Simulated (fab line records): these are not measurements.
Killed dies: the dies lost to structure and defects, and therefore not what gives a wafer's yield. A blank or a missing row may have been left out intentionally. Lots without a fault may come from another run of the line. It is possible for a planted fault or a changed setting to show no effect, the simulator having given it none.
Problem report, 8D (eight disciplines) form, completed by code || flow n5_finfet || the parts of the form that need people (team, actions taken, sign-off) are left out

1. WHAT IS WRONG
Wafers without a fault read 38.6 nm, standard deviation 0.61; cd_nm at N5_BEOL_M6_CD_MEAS_11 reads a mean of 36.0 nm on 2 wafers belonging to 2 lots. That puts it -4.3 standard deviations away from the usual mean.
The step: target cd 38.5 nm.
Seen first at day 10 23:39 on cd_sem-02, wafer L583.1. At this step, 29 wafers from 10 lots have a number in the record. Rule for "out" (also "out of limits"): further than 4 standard deviations from the usual mean. Any other wafer with a number is counted as sound.

2. WHAT IT IS, WHAT IT ISN'T
{"question": "which readings at this step", "is": "cd_nm", "is not": "-"}
{"question": "which lots", "is": "L583, L585", "is not": "L578, L592, L593, L595, L596, L598, L599, L600"}
{"question": "which wafers of those lots", "is": "L583.1, L585.5", "is not": "L583.4, L583.6, L585.3"}
{"question": "read on which gauges", "is": "cd_sem-02, cd_sem-03", "is not": "cd_sem-01"}
{"question": "when", "is": "from day 10 23:39", "is not": "up to then (5 sound wafers); but 22 sound wafers of L585, L592, L593, L595, L596, L598, L599, L600 came after"}

3. THE SUSPECTS, EACH WITH WHAT RULES IT OUT
Counting: if a tool at a process step up to the reading ran every lot that is out, it stays a suspect. Sound lots after the first of them don't rule it out here, since some wafers of a struck lot are sound.
- the gauge at N5_BEOL_M6_CD_MEAS_11 is ruled out. 2 gauges (cd_sem-02, cd_sem-03) read the wafers that are out.
- pecvd-02 at N5_BEOL_M6_ILD_DEP_00 (deposits SiCOH lowk from DEMS/porogen, target thk 179.75 nm, time 33.4 s): kept. It ran every lot that is out, first L583 (day 10 19:42).
- arfi_scanner-03 at N5_BEOL_M6_EXPOSE_08 (exposes mask M6): kept. It processed each lot that is out (first: L583, day 10 23:31); up to then, its last sound lot is L578 (day 10 09:44).
Left after counting: pecvd-02 at N5_BEOL_M6_ILD_DEP_00, arfi_scanner-03 at N5_BEOL_M6_EXPOSE_08.

4. THE CAUSE (what the simulator had put in)
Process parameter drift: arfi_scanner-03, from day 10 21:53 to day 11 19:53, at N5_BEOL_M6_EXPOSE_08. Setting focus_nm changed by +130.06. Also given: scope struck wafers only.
This tool is one of the 2 suspects left after counting.

5. THE EFFECT CHAIN, in route order
Each row: a reading whose mean over the struck wafers that have a number lies more than 3 standard deviations from the usual. Readings are gone through only where the record gives a usual standard deviation; hours: the median, over the lots, of the time from a lot's start at the first step in this table giving one to that lot's start at this step; sigmas: the change measured in usual standard deviations.
{"hours": 0, "step": "N5_BEOL_M6_CD_MEAS_11", "reading": "cd_nm", "usual": "38.6 nm", "on struck wafers": 36.0, "change": -2.6, "sigmas": -4.3}
{"hours": 1, "step": "N5_BEOL_M6_CD_MEAS_18", "reading": "cd_nm", "usual": "40.3 nm", "on struck wafers": 37.8, "change": -2.5, "sigmas": -3.4}

6. HOW IT WOULD HAVE BEEN CAUGHT EARLIER
2 hours passed between the start of the fault at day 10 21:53 and the first reading out of limits at a measuring or inspecting step in this record, taken at day 10 23:39.
Of the tool readings at N5_BEOL_M6_EXPOSE_08 for which the record gives a usual standard deviation, none was out on any struck wafer, so an alarm limit of 4 standard deviations on them would not have fired.
Lots out: 2; of these, L585 started N5_BEOL_M6_EXPOSE_08 on arfi_scanner-03 after day 10 23:39. Holding the tool at that time would have saved it.
